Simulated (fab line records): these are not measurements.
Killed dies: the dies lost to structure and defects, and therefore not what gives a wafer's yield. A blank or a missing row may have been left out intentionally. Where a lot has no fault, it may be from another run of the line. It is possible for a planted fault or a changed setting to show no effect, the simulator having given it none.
Split-lot experiment	flow n5_finfet	21 wafers read across 7 lots, on a route 1938 steps long

## ON THE SPLIT
At N5_BEOL_M4_TRENCH_ETCH_37 (etches SiOC in C4F6/O2, target depth 55.555 nm, time 29.2 s), the setting source_w was moved away from the recipe's 355 W on 7 of the 21 wafers read, by -15.5% to +14.9%. This setting was run at the recipe's value on the other wafers.

The split's own step is where the reading is taken.

## THE READING
rf_vpp_V, in V, at N5_BEOL_M4_TRENCH_ETCH_37 (etches SiOC in C4F6/O2, target depth 55.555 nm, time 29.2 s). A value of 663 V with a standard deviation of 11 V is what fault-free wafers of this fab line usually give.

wafer	tool, chamber at the split	source_w as run, W	against the recipe	rf_vpp_V, V	against lot-mates on the recipe
L079.2	rie_diel-02, 1	407.9	+14.9%	612	-40
L079.4	rie_diel-02, 2	355	recipe	652	-
L079.5	rie_diel-02, 2	407.9	+14.9%	605	-47
L082.1	rie_diel-02, 2	355	recipe	650	-
L082.2	rie_diel-02, 0	355	recipe	659	-
L082.6	rie_diel-02, 0	355	recipe	659	-
L084.2	rie_diel-01, 3	316	-11.0%	720	+61
L084.4	rie_diel-01, 0	355	recipe	659	-
L084.6	rie_diel-01, 3	316	-11.0%	721	+62
L086.3	rie_diel-04, 3	355	recipe	668	-
L086.5	rie_diel-04, 1	355	recipe	655	-
L086.6	rie_diel-04, 0	300	-15.5%	715	+54
L087.1	rie_diel-04, 1	355	recipe	655	-
L087.2	rie_diel-04, 0	311.8	-12.2%	699	+41
L087.5	rie_diel-04, 2	355	recipe	661	-
L088.1	rie_diel-01, 1	355	recipe	669	-
L088.3	rie_diel-01, 0	378.8	+6.7%	638	-35
L088.5	rie_diel-01, 3	355	recipe	677	-
L091.2	rie_diel-04, 3	355	recipe	669	-
L091.5	rie_diel-04, 1	355	recipe	655	-
L091.6	rie_diel-04, 0	355	recipe	653	-

FIT RESULTS
A straight line over all 21 wafers: rf_vpp_V changes by -3.86 V for each +1% of source_w; r = -0.96; the points scatter about the line by 9.1 V.
The same after taking each lot's own level away (the mean of its wafers on the recipe; 21 wafers): -3.74 V for each +1%; r = -0.95; scatter 9 V.
The reading moves by 58 V for the largest change in source_w, on that fit.
Measured against the standard deviation above, the lots' own levels, which go from 652.0 to 673.0 V, span 1.9 times it.
The two slopes agree, so the slope changes little with the lot-to-lot level.
Check: for one of the wafers moved furthest among these (-15.5%), held out of the fit, the line's prediction against its lot-mates is +62.3 V. It came out at +53.5 V against them.
Tool readings at the split's step, against how far the setting was moved: rf_vpp_V r = -0.96.

## THESE WAFERS: OTHER SPLITS
Note: prior to the reading, these wafers also went through further splits. Each is held against what the fit with the lots' levels taken away leaves over:
other split on the same wafers	wafers away from the commonest value	r with rf_vpp_V (lot level and that fit taken away)
N5_BEOL_M2_ALD_98 ald_cycles	6	-0.01
N5_BEOL_M3_COAT_61 spin_rpm	6	+0.07
N5_BEOL_M3_EXPOSE_25 dose_mj	6	+0.05
N5_BEOL_M3_DESCUM_33 time_s	4	+0.27

## THE FILE'S OWN FIT
rf_vpp_V changes by -3.73 V for each +1% of source_w, r = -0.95.
